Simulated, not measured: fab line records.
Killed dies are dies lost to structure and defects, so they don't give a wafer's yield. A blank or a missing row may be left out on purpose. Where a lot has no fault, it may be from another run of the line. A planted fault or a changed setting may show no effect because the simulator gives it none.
Chamber matching -- flow nandHarc -- NHARC_A_SLIT_ETCH_29 on rieDiel-06 has 4 sister chambers
The step etches the open film in CF4/O2, target depth 100 nm, overetch 10 nm, time 55 s. 4 wafers are shown with their chamber, then 7 later ones without.

== WAFERS PAIRED WITH THEIR CHAMBERS ==
wafer,chamber,drypumpMotorCurrentA (A)
L084.2,3,5.3
L084.4,0,5.3
L086.2,1,5.5
L086.3,2,5.9

== WAFERS WITH NO CHAMBER GIVEN ==
wafer,drypumpMotorCurrentA (A)
L086.5,5.3
L087.2,5.5
L087.3,5.3
L087.5,5.3
L090.2,5.5
L090.3,5.2
L090.6,5.9

== THE CHAMBER EACH PASSED THROUGH ==
wafer,from the rows above,in truth
L086.5,can't be placed: 0 or 3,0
L087.2,1,1
L087.3,can't be placed: 0 or 3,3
L087.5,can't be placed: 0 or 3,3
L090.2,1,1
L090.3,can't be placed: 0 or 3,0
L090.6,2,2
Placed correctly: 3 of 7. These rows do not allow placing 4 (true chamber among the candidates in 4). Placed wrongly: 0.
How it was worked out, from the rows above alone: a wafer's distance from a chamber is the root of the sum, over the readings, of the square of ((its reading less the chamber's mean) divided by the reading's scatter). The wafer belongs to the nearest chamber; if the next one is less than 2 further off, it can't be placed. Each chamber's mean is taken over the wafers shown for it. The scatter: root of mean squared gap, hidden wafer to nearest shown wafer, with one shown wafer a chamber.
